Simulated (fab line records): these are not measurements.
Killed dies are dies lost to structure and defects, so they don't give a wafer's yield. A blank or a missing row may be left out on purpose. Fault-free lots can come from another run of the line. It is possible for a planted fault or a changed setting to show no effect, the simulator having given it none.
Matching of chambers ; flow n5-finfet ; N5_MOL_CONTACT_COAG_VIA_ETCH_46 on rie-diel-04 has 4 sister chambers
The step etches SiO2 in C4F6/O2, target depth 46 nm, overetch 9.2 nm, time 40 s. 7 wafers are shown with their chamber, then 9 later ones without.

== WAFERS WITH THEIR CHAMBER ==
wafer;chamber;rf-vpp-V (V);drypump-motor-current-A (A)
L077.1;3;1533;5.9
L083.1;0;1583;5.1
L083.4;1;1603;6.5
L083.5;2;1583;5.4
L085.1;0;1584;5.2
L085.4;2;1581;5.4
L085.5;1;1603;6.5

== WAFERS WITHOUT THEIR CHAMBER ==
wafer;rf-vpp-V (V);drypump-motor-current-A (A)
L086.1;1580;5.1
L086.2;1557;5.8
L086.4;1602;6.5
L087.1;1556;5.9
L087.5;1581;5.4
L087.6;1603;6.5
L095.1;1584;5.1
L095.3;1558;5.8
L095.5;1582;5.4

== CHAMBER TAKEN BY EACH ==
wafer;from the rows above;in truth
L086.1;0;0
L086.2;3;3
L086.4;1;1
L087.1;3;3
L087.5;2;2
L087.6;1;1
L095.1;0;0
L095.3;can't be placed: 3 or 2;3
L095.5;2;2
8 of 9 placed correctly. From these rows, 1 cannot be placed; in 1 the true chamber is one of the candidates. 0 placed wrongly.
How it was worked out, from the rows above alone: a wafer's distance from a chamber is the root of the sum, over the readings, of the square of ((its reading less the chamber's mean) divided by the reading's scatter). If the next closest chamber is less than 2 further off than the closest, the wafer can't be placed; otherwise it belongs to the closest. A chamber's mean is the mean of its shown wafers. The scatter: the root of (the sum of the squares of (reading less its chamber's mean) over the shown wafers, divided by (wafers less chambers)).
